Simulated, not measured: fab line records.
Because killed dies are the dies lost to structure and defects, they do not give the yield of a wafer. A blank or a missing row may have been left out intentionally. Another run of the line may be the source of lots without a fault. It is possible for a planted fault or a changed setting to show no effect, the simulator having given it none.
Chamber matching | flow n5Finfet | N5_BEOL_M11_VIA_ETCH_34 on rieDiel-03: 4 sister chambers
The step etches SiCOH lowk in C4F6/O2, target depth 184.5 nm, time 69.2 s. 16 wafers are shown with their chamber, then 8 later ones without.

WAFERS PAIRED WITH THEIR CHAMBERS
wafer  | chamber | drypumpMotorCurrentA (A) | showerheadPlenumPTorr (Torr) | throttleValvePct (%)
L074.1 | 3       | 4.8                      | 2.77                         | 21.09
L074.2 | 2       | 5.4                      | 2.98                         | 21.15
L074.6 | 3       | 4.7                      | 2.77                         | 21.10
L075.1 | 2       | 5.4                      | 2.98                         | 21.18
L075.4 | 1       | 5.9                      | 2.89                         | 20.84
L075.5 | 3       | 4.8                      | 2.76                         | 21.07
L076.1 | 2       | 5.4                      | 2.98                         | 21.18
L076.2 | 3       | 4.7                      | 2.76                         | 21.11
L076.4 | 3       | 4.8                      | 2.76                         | 21.10
L084.2 | 3       | 4.7                      | 2.76                         | 21.11
L084.3 | 1       | 5.9                      | 2.88                         | 20.87
L084.6 | 2       | 5.4                      | 2.97                         | 21.21
L081.1 | 2       | 5.4                      | 2.97                         | 21.21
L081.3 | 0       | 5.2                      | 3.03                         | 20.86
L081.5 | 2       | 5.4                      | 2.97                         | 21.20
L088.2 | 0       | 5.2                      | 3.03                         | 20.87

SIGNATURES (averages over the wafers above)
reading               | chamber 0 | chamber 1 | chamber 2 | chamber 3 | scatter within a chamber
drypumpMotorCurrentA  | 5.200     | 5.900     | 5.400     | 4.750     | 0.0354
showerheadPlenumPTorr | 3.0300    | 2.8850    | 2.9750    | 2.7633    | 0.00527
throttleValvePct      | 20.8650   | 20.8550   | 21.1883   | 21.0967   | 0.019
Rule: a wafer lies at a distance from a chamber equal to the root of the sum of squares, over the readings, of (its reading less the chamber's mean, divided by the reading's scatter). The wafer belongs to the nearest chamber; if the next one is less than 2 further off, it can't be placed. The scatter: take each reading less its chamber's mean, square it, sum over the shown wafers, divide by the number of wafers less the number of chambers, and take the root.

WAFERS WHOSE CHAMBER IS MISSING
wafer  | drypumpMotorCurrentA (A) | showerheadPlenumPTorr (Torr) | throttleValvePct (%)
L088.3 | 5.9                      | 2.88                         | 20.90
L088.5 | 4.7                      | 2.75                         | 21.13
L092.2 | 5.4                      | 2.97                         | 21.22
L092.3 | 6.0                      | 2.87                         | 20.90
L092.5 | 4.8                      | 2.75                         | 21.15
L096.3 | 5.9                      | 2.87                         | 20.92
L096.4 | 5.4                      | 2.96                         | 21.24
L096.5 | 4.7                      | 2.75                         | 21.18

THE CHAMBER EACH PASSED THROUGH
wafer  | from the rows above | in truth
L088.3 | 1                   | 1
L088.5 | 3                   | 3
L092.2 | 2                   | 2
L092.3 | 1                   | 1
L092.5 | 3                   | 3
L096.3 | 1                   | 1
L096.4 | 2                   | 2
L096.5 | 3                   | 3
Placed correctly: 8 of 8. Left unplaced by these rows: 0. Number placed wrongly: 0.
